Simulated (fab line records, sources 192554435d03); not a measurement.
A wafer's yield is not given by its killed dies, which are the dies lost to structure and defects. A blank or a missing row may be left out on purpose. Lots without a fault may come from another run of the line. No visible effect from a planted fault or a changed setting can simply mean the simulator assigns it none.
Problem report, 8D (eight disciplines) form, completed by code -- flow n5Finfet -- the parts of the form that need people (team, actions taken, sign-off) are left out

1. WHAT IS WRONG
VT_N_LVT at N5_BEOL_M4_RC_MEAS_101 reads a mean of 56.2 mV on 9 wafers of 3 lots; wafers without a fault read 98.5 mV with a standard deviation of 2.9. Relative to the usual mean, that is a shift of -15 standard deviations.
Earliest sighting: wafer L278.1 on prober-01 at day 10 22:23. Wafers with a number at this step in the record: 27, from 9 lots. By rule, "out" or "out of limits" means more than 4 standard deviations away from the usual mean. All remaining wafers that have a number are taken as sound.

2. WHAT IT IS, WHAT IT ISN'T
question,is,is not
which readings at this step,"VT_N_LVT, IGATE_P, IOFF_P, IOFF_P_85C, IOFF_P_LIN, IOFF_P_LONG, ION_P, VT_P, VT_P_LONG","DIBL_N, DIBL_P, IOFF_N, ION_N, SS_N, VT_N"
which lots,"L277, L278, L279","L270, L271, L285, L290, L291, L292"
which wafers of those lots,all that have a number,-
read on which gauges,"prober-01, prober-02",-
when,from day 10 22:23,"up to then (6 sound wafers); but 12 sound wafers of L285, L290, L291, L292 came after"

3. SUSPECTS, AND WHAT RULES EACH OUT
Counting: a tool at a process step up to the reading stays a suspect if it ran every lot that is out and no sound lot after the first of them.
- ruled out: the gauge at N5_BEOL_M4_RC_MEAS_101. The wafers that are out were read on 2 gauges (prober-01, prober-02).
- wetBench-01 at N5_HKMG_FIN_WET_ETCH_82 (etches La2O3 in dHCl, stops on HfO2, target depth 2 nm, rinse time 30 s): ruled out as a lasting fault. The sound lots L290, L291 went through it after L277, its earliest lot that is out (day 6 00:27).
- aldMetal-02 at N5_HKMG_FIN_ALD_36 (deposits TiN, target thk 1 nm, pulse time 1 s, purge time 3 s): ruled out as a lasting fault. The sound lots L285, L291, L292 went through it after L277, its earliest lot that is out (day 6 00:31).
Left after counting: nothing in the record.

4. THE CAUSE (what the simulator had put in)
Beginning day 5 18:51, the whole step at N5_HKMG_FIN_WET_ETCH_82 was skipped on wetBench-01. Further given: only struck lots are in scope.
It was ruled out by counting, in error; the rule expects a fault to strike all lots run on its tool from its start on, and this fault did not.

5. THE EFFECT CHAIN, in route order
Each row: a reading where the mean over the struck wafers with a number is more than 3 standard deviations away from the usual. Only readings for which the record gives a usual standard deviation are gone through. hours: the time from each lot's start at the first step in this table that gives one to its start at this step, as a median over the lots. sigmas: the change in usual standard deviations.
hours,step,reading,usual,on struck wafers,change,sigmas
0,N5_BEOL_M4_RC_MEAS_101,EOT_P,10.47,10.83,+0.36,+4.5
0,N5_BEOL_M4_RC_MEAS_101,IGATE_P,0.0038 nA/um,0.0007,-0.0031,-5.9
0,N5_BEOL_M4_RC_MEAS_101,IOFF_P,0.204 nA/um,0.046,-0.158,-5.8
0,N5_BEOL_M4_RC_MEAS_101,IOFF_P_85C,3.5 nA/um,1.0,-2.5,-6.3
0,N5_BEOL_M4_RC_MEAS_101,IOFF_P_LIN,0.097 nA/um,0.023,-0.074,-7.4
0,N5_BEOL_M4_RC_MEAS_101,IOFF_P_LONG,0.000104 nA/um,0.000049,-0.000055,-6.5
0,N5_BEOL_M4_RC_MEAS_101,ION_P,462 uA/um,394,-68,-10
0,N5_BEOL_M4_RC_MEAS_101,VT_N_LVT,98.5 mV,56.2,-42.3,-15
0,N5_BEOL_M4_RC_MEAS_101,VT_P,-250.6 mV,-292.1,-41.5,-14
0,N5_BEOL_M4_RC_MEAS_101,VT_P_LONG,-276 mV,-318,-42,-14
108,N5_PASSIVATION_PROBE_49,sortNPass,1074,0,-1074,-63
108,N5_PASSIVATION_PROBE_49,sortYieldPct,91.0 %,0.0,-91.0,-61
Here are the process steps it includes:
- N5_PASSIVATION_PROBE_49
Readings that are blank on the struck wafers while sound wafers have them: bathHeatDutyPct at N5_HKMG_FIN_WET_ETCH_82; rinseTempC at N5_HKMG_FIN_WET_ETCH_82; tempC at N5_HKMG_FIN_WET_ETCH_82.

6. HOW IT WOULD HAVE BEEN CAUGHT EARLIER
The first out-of-limits reading at a measuring or inspecting step in this record came at day 10 22:23, 124 hours after the fault's start at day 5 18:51.
At N5_HKMG_FIN_WET_ETCH_82 the tool's readings are blank on the struck wafers, where sound wafers have them: an empty tool record is the first sign, and it was there at once.
